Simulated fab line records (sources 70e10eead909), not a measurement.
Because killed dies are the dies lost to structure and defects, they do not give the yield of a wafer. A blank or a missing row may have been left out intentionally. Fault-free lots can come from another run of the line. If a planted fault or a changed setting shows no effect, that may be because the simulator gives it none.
Chamber matching ; flow nand_harc ; 4 sister chambers for NHARC_A_WL_FILL_ETCHBACK_26 on rie_si-05
The step etches the open film in HBr, target depth 52 nm, time 13.3 s. 16 wafers are shown with their chamber, then 8 later ones without.

WAFERS WITH THEIR CHAMBER
wafer;chamber;throttle_valve_pct (%);oes_product_au (a.u.);bias_w (W)
L079.1;1;23.269;0.998;60.15
L079.4;3;23.275;1.003;60.08
L079.6;1;23.273;0.994;60.21
L083.3;3;23.283;0.997;60.27
L083.4;2;23.261;0.994;59.68
L083.6;0;23.289;0.998;59.80
L084.3;1;23.285;0.994;59.44
L084.4;2;23.263;1.000;60.05
L084.6;0;23.260;1.005;60.06
L087.2;1;23.267;0.998;60.12
L087.5;2;23.261;1.001;59.71
L087.6;3;23.274;0.990;59.88
L091.2;2;23.245;1.009;60.28
L091.4;0;23.265;1.006;59.87
L091.5;1;23.273;1.002;60.18
L090.1;3;23.254;1.005;60.11

SIGNATURES (averages over the wafers above)
reading;chamber 0;chamber 1;chamber 2;chamber 3;scatter within a chamber
throttle_valve_pct;23.27133;23.27340;23.25750;23.27150;0.0106
oes_product_au;1.00300;0.99720;1.00100;0.99875;0.00527
bias_w;59.9100;60.0200;59.9300;60.0850;0.256
Rule: for a wafer and a chamber, the distance is found by dividing, reading by reading, the gap between the wafer's reading and the chamber's mean by the reading's scatter, squaring, summing and taking the root. If the next closest chamber is less than 2 further off than the closest, the wafer can't be placed; otherwise it belongs to the closest. The scatter is the square root of a quotient: the sum, over the shown wafers, of each reading's squared deviation from its chamber's mean, divided by wafers minus chambers.

WAFERS WITH NO CHAMBER GIVEN
wafer;throttle_valve_pct (%);oes_product_au (a.u.);bias_w (W)
L090.2;23.269;0.997;60.11
L090.3;23.275;0.996;60.01
L094.1;23.252;1.006;59.89
L094.2;23.279;1.005;60.18
L094.4;23.267;1.001;59.90
L095.2;23.258;1.013;60.20
L095.4;23.269;1.017;59.86
L095.5;23.263;1.000;60.01

CHAMBER TAKEN BY EACH
wafer;from the rows above;in truth
L090.2;can't be placed: 3 or 1 or 0 or 2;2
L090.3;can't be placed: 1 or 3 or 0 or 2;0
L094.1;can't be placed: 2 or 0 or 3 or 1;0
L094.2;can't be placed: 0 or 3 or 1 or 2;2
L094.4;can't be placed: 0 or 2 or 3 or 1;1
L095.2;can't be placed: 2 or 0 or 3 or 1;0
L095.4;can't be placed: 0 or 2 or 3 or 1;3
L095.5;can't be placed: 2 or 3 or 0 or 1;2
Placed correctly: 0 of 8. Unplaceable from these rows: 8, with the true chamber sitting among the candidates in 8. Wrongly placed: 0.
